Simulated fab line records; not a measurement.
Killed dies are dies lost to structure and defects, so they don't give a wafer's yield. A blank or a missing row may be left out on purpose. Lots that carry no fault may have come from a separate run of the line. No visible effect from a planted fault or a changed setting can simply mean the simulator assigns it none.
fab line records	flow nandHarc
record lots=15	wafers=45	lastDay=33
route steps=1302 shown A_CHANNEL_HOLE_D2@607 A_CHANNEL_FILL_D2@616
lots that met no fault: taken from a fault-free run of the same line
startH: start of the lot's first displayed wafer, in hours after the record's first day	waitH: hours elapsed since this lot's preceding step	" identical to the entry in the row above	L1.1+2: several wafers, shown together as one row	- no value present, or no start provided	* or withheld: withheld	< > ~ a bound
route shown NAME@n: a module of which the file shows steps, and the number in the route of the first	usual: average and standard deviation across the fault-free wafers	same: alike in all rows	chamber/n: place in a boat	sites: readings site by site	_std_site: standard deviation of those values	_edge_site: outer sites' mean less inner sites'	radiusMm: how far each site lies from the wafer's centre	mask NAME#n: copy n	behind: the most recent tool/chamber to have shaped the wafer	hold: why the lot went on hold/how many hours it stayed there/how the hold came to an end	device: whichever transistor did not switch (one of n, p or np)	end of line: at the end of the route, the tests of the same wafers	where a step has no rows: the recipe by itself	killed: the dies lost at the first sort to structure and to defects; this is not the yield of the wafer	map: a wafer's dies, marking killed ones x, the rest . and places with no die _
set.NAME: the setting as run; set.NAME@STEP: as run at that earlier step	model.NAME: the simulator's own value behind a step, which no gauge read
the route's steps for a sample of lots (tables are steps, rows are wafers)
services: a tool's chamber out of use, with start hour (startH, from the record's first day; less than 0 if before it), hours out, and reason
## steps
# step NHARC_A_CHANNEL_HOLE_D2_CD_MEAS_31
# usual cdNm=90.1/1.2
lot.wafer	tool	chamber	startH	waitH	cdNm
L462.2	cdSem-01	-	301.35	-	90.4
L462.3	"	-	"	"	86.9
L462.6	"	-	"	"	89.0
L464.1	cdSem-03	-	322.76	-	90.7
L464.5	"	-	"	"	88.4
L464.6	"	-	"	"	89.9
L463.1	cdSem-03	-	326.44	-	90.0
L463.4	"	-	"	"	89.1
L463.6	"	-	"	"	90.0
L465.1	cdSem-02	-	335.85	-	89.5
L465.5	"	-	"	"	89.0
L465.6	"	-	"	"	89.0
L467.2	cdSem-03	-	336.78	-	92.2
L467.3	"	-	"	"	87.5
L467.6	"	-	"	"	88.6
L466.2	cdSem-02	-	339.99	-	90.5
L466.5	"	-	"	"	89.7
L466.6	"	-	"	"	90.1
L472.1	cdSem-03	-	405.19	-	89.0
L472.2	"	-	"	"	89.5
L472.6	"	-	"	"	91.0
L473.1	cdSem-03	-	418.49	-	91.9
L473.2	"	-	"	"	90.4
L473.3	"	-	"	"	92.0
L475.3	cdSem-02	-	430.57	-	90.4
L475.5	"	-	"	"	90.4
L475.6	"	-	"	"	91.7
L478.1	cdSem-02	-	455.58	-	90.7
L478.2	"	-	"	"	92.2
L478.5	"	-	"	"	91.2
L480.1	cdSem-02	-	472.88	-	89.9
L480.3	"	-	"	"	90.7
L480.4	"	-	"	"	89.8
L481.1	cdSem-03	-	483.28	-	90.8
L481.3	"	-	"	"	91.2
L481.4	"	-	"	"	90.7
L482.1	cdSem-01	-	497.75	-	89.9
L482.4	"	-	"	"	90.4
L482.5	"	-	"	"	89.1
L483.1	cdSem-01	-	521.54	-	91.0
L483.4	"	-	"	"	91.6
L483.5	"	-	"	"	91.3
L484.2	cdSem-03	-	527.18	-	88.8
L484.3	"	-	"	"	91.9
L484.6	"	-	"	"	91.7
# step NHARC_A_CHANNEL_FILL_D2_ALD_16
# recipe targetThkA=15	pulseTimeS=10	aldCycles=15	tempC=300	material=SiO2
# usual heaterPowerOuterW=268/30	heaterPowerW=476/48	precursorPulseHeightRel=0.999/0.018
# same aldCycles=15
lot.wafer	tool	chamber	startH	waitH	heaterPowerOuterW	heaterPowerW	precursorPulseHeightRel
L462.3	aldHk-02	2	314.45	0.5	219	392	1.010
L462.2	"	0	"	"	316	539	1.017
L462.6	"	2	"	"	220	403	1.022
L464.1	aldHk-04	0	335.29	0.0	255	456	0.997
L464.6	"	0	"	"	251	442	1.011
L464.5	"	1	"	"	255	425	1.021
L463.4	aldHk-04	3	339.04	0.1	267	490	0.976
L463.1	"	1	"	"	257	430	1.020
L463.6	"	2	"	"	297	537	0.998
L467.3	aldHk-02	1	348.53	0.1	279	495	1.003
L467.2	"	2	"	"	218	402	1.005
L467.6	"	0	"	"	307	559	0.994
L465.1	aldHk-04	1	348.54	0.1	258	423	1.022
L465.5	"	3	"	"	273	483	1.014
L465.6	"	0	"	"	249	446	1.019
L466.2	aldHk-04	1	352.62	0.1	256	431	0.965
L466.6	"	0	"	"	262	447	0.973
L466.5	"	1	"	"	261	441	1.009
L472.1	aldHk-01	2	419.81	0.0	265	509	0.987
L472.2	"	3	"	"	316	545	0.974
L472.6	"	3	"	"	306	535	0.977
L473.3	aldHk-02	3	431.03	0.0	256	452	1.013
L473.2	"	0	"	"	312	541	0.988
L473.1	"	1	"	"	282	502	0.993
L475.3	aldHk-01	1	443.19	0.1	295	501	0.997
L475.6	"	0	"	"	247	474	1.004
L475.5	"	1	"	"	305	502	0.994
L478.1	aldHk-04	3	468.14	0.0	267	481	0.954
L478.2	"	2	"	"	309	535	0.999
L478.5	"	0	"	"	256	457	0.995
L480.1	aldHk-02	3	486.73	1.4	252	472	0.988
L480.3	"	1	"	"	277	481	1.009
L480.4	"	2	"	"	214	385	1.016
L481.1	aldHk-01	3	498.46	0.0	296	510	0.989
L481.3	"	1	"	"	300	512	0.989
L481.4	"	2	"	"	264	479	1.000
L482.1	aldHk-04	1	512.79	2.5	239	405	0.996
L482.4	"	2	"	"	307	553	0.990
L482.5	"	1	"	"	243	386	0.994
L483.1	aldHk-04	0	534.12	0.0	258	459	1.002
L483.4	"	1	"	"	246	396	0.966
L483.5	"	0	"	"	258	452	0.988
L484.2	aldHk-02	3	539.76	0.1	244	459	1.040
L484.3	"	1	"	"	285	504	0.987
L484.6	"	3	"	"	246	450	0.991
# step NHARC_A_CHANNEL_FILL_D2_ALD_25
# recipe targetThkA=600	pulseTimeS=10	aldCycles=600	tempC=300	material=SiOx
# usual aldCycles=600/0	heaterPowerOuterW=267/31	heaterPowerW=474/48	precursorPulseHeightRel=0.999/0.018
lot.wafer	tool	chamber	startH	waitH	aldCycles	heaterPowerOuterW	heaterPowerW	precursorPulseHeightRel
L462.2	aldHk-02	1	339.30	0.1	600	280	485	0.996
L462.3	"	0	341.16	1.9	600	317	540	1.001
L462.6	"	2	342.39	3.1	600	221	386	0.989
L464.1	aldHk-01	3	362.56	0.1	600	311	554	0.998
L464.6	"	3	365.03	2.5	600	307	547	1.008
L464.5	"	0	"	"	600	249	454	0.990
L463.4	aldHk-02	2	363.96	1.5	600	207	387	0.983
L463.1	"	3	"	"	600	246	454	1.006
L463.6	"	0	"	"	600	303	528	0.948
L467.2	aldHk-01	3	372.32	0.7	600	318	529	1.023
L467.3	"	1	373.55	1.9	600	302	508	1.026
L467.6	"	3	374.78	3.1	600	317	536	0.983
L465.1	aldHk-04	1	372.33	0.7	600	250	433	1.008
L465.6	"	0	374.21	2.6	600	256	457	1.016
L465.5	"	1	"	"	600	260	429	0.971
L466.2	aldHk-02	1	378.57	1.9	600	281	482	0.978
L466.6	"	2	"	"	600	209	375	1.000
L466.5	"	3	"	"	600	251	464	0.983
L472.2	aldHk-02	2	447.60	1.3	-	-	-	-
L472.1	"	3	"	"	-	-	-	-
L472.6	"	1	449.46	3.1	-	-	-	-
L473.2	aldHk-02	0	456.52	0.7	-	-	-	-
L473.3	"	1	"	"	-	-	-	-
L473.1	"	2	"	"	-	-	-	-
L475.3	aldHk-02	2	471.59	3.8	-	-	-	-
L475.5	"	3	472.83	5.0	-	-	-	-
L475.6	"	0	474.07	6.2	-	-	-	-
L478.1	aldHk-01	3	495.10	1.3	600	288	511	1.013
L478.2	"	0	"	"	600	242	449	0.970
L478.5	"	2	496.94	3.1	600	263	489	0.993
L480.4	aldHk-02	2	513.33	0.0	600	214	393	0.997
L480.1	"	3	"	"	600	248	454	1.017
L480.3	"	0	"	"	600	306	528	0.992
L481.3	aldHk-04	2	523.23	0.7	600	306	538	1.006
L481.1	"	3	"	"	600	268	481	1.045
L481.4	"	0	"	"	600	244	464	0.984
L482.1	aldHk-04	1	538.68	1.3	600	229	408	0.989
L482.4	"	2	"	"	600	303	541	1.020
L482.5	"	3	"	"	600	269	474	1.019
L483.1	aldHk-01	3	558.62	0.7	600	291	512	0.967
L483.4	"	0	"	"	600	239	471	1.016
L483.5	"	3	561.06	3.1	600	291	511	1.020
L484.3	aldHk-02	1	564.26	0.7	600	280	488	1.001
L484.2	"	3	565.48	1.9	600	246	440	1.007
L484.6	"	0	"	"	600	318	531	0.996
# step NHARC_A_CHANNEL_FILL_D2_INSPECT_13
# usual rawDefectCount=367/100
lot.wafer	tool	chamber	startH	waitH	rawDefectCount
L462.2	defectInspect-02	-	351.26	0.1	252
L462.3	"	-	"	"	359
L462.6	"	-	"	"	317
L463.1	defectInspect-02	-	374.54	0.2	233
L463.4	"	-	"	"	331
L463.6	"	-	"	"	290
L464.1	defectInspect-02	-	374.71	0.2	245
L464.5	"	-	"	"	320
L464.6	"	-	"	"	404
L465.1	defectInspect-02	-	384.36	0.2	231
L465.5	"	-	"	"	276
L465.6	"	-	"	"	374
L467.2	defectInspect-02	-	384.37	0.1	655
L467.3	"	-	"	"	463
L467.6	"	-	"	"	424
L466.2	defectInspect-01	-	388.56	0.1	247
L466.5	"	-	"	"	353
L466.6	"	-	"	"	208
L472.1	defectInspect-01	-	458.30	0.2	395
L472.2	"	-	"	"	533
L472.6	"	-	"	"	392
L473.1	defectInspect-02	-	467.90	0.2	437
L473.2	"	-	"	"	396
L473.3	"	-	"	"	548
L475.3	defectInspect-02	-	484.10	0.1	358
L475.5	"	-	"	"	276
L475.6	"	-	"	"	330
L478.1	defectInspect-01	-	505.74	0.2	509
L478.2	"	-	"	"	317
L478.5	"	-	"	"	614
L480.1	defectInspect-01	-	525.32	0.2	264
L480.3	"	-	"	"	423
L480.4	"	-	"	"	335
L481.1	defectInspect-01	-	534.51	0.2	401
L481.3	"	-	"	"	266
L481.4	"	-	"	"	303
L482.1	defectInspect-01	-	549.50	0.2	468
L482.4	"	-	"	"	318
L482.5	"	-	"	"	257
L483.1	defectInspect-01	-	570.66	0.2	219
L483.4	"	-	"	"	403
L483.5	"	-	"	"	353
L484.2	defectInspect-01	-	575.66	0.1	365
L484.3	"	-	"	"	327
L484.6	"	-	"	"	453
## services
tool	chamber	startH	hours	kind
aldHk-01	-	303.98	10.0	pm
aldHk-02	-	351.03	10.0	pm
aldHk-02	0	351.03	10.0	ventCycle
aldHk-02	1	351.03	10.0	ventCycle
aldHk-02	2	351.03	10.0	ventCycle
aldHk-02	3	351.03	10.0	ventCycle
aldHk-02	0	361.03	-	clean
aldHk-02	1	361.03	-	clean
aldHk-02	2	361.03	-	clean
aldHk-02	3	361.03	-	clean
aldHk-04	-	440.21	10.0	pm
aldHk-04	0	440.21	10.0	ventCycle
aldHk-04	1	440.21	10.0	ventCycle
aldHk-04	2	440.21	10.0	ventCycle
aldHk-04	3	440.21	10.0	ventCycle
aldHk-04	0	450.21	-	clean
aldHk-04	1	450.21	-	clean
aldHk-01	-	482.07	10.0	pm
aldHk-02	1	529.32	10.0	ventCycle
aldHk-02	2	529.32	10.0	ventCycle
aldHk-02	0	539.32	-	clean
aldHk-02	1	539.32	-	clean
aldHk-02	2	539.32	-	clean
aldHk-02	3	539.32	-	clean
## key
firstSign step=NHARC_A_CHANNEL_FILL_D2_ALD_25	reading=toolRecord	direction=missing
effect none on later readings
metAt NHARC_A_CHANNEL_FILL_D2_ALD_25
struckLots L472,L473,L475
laterRowsLeftOut L472.1,L472.2,L472.6,L473.1,L473.2,L473.3,L475.3,L475.5,L475.6
sortLeftOut L472.1,L472.2,L472.6,L473.1,L473.2,L473.3,L475.3,L475.5,L475.6
testerLeftOut L472,L473,L475
notActingAt NHARC_A_CHANNEL_HOLE_D2_CD_MEAS_31,NHARC_A_CHANNEL_FILL_D2_ALD_16,NHARC_A_CHANNEL_FILL_D2_INSPECT_13
onsetBetween 378.57 447.60
fault kind=skippedStepWhole	tool=aldHk-02	chamber=-	onsetH=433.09	steps=NHARC_A_CHANNEL_FILL_D2_ALD_25	scope=struckLotsOnly
# testerLeftOut: of these lots the tester's yield and bins aren't shown, on N5 and GAA mostly nor the transistor test; their killed dies are dies lost to structure and defects alone, not to doping, threshold or leakage, so they don't give the yield
# sortLeftOut: the simulated sort isn't trusted on such a fault, so these wafers' sort isn't shown, and their yield isn't known
# laterRowsLeftOut: the simulator's readings of these wafers behind a module that went badly wrong aren't trusted and aren't shown, but for the sort
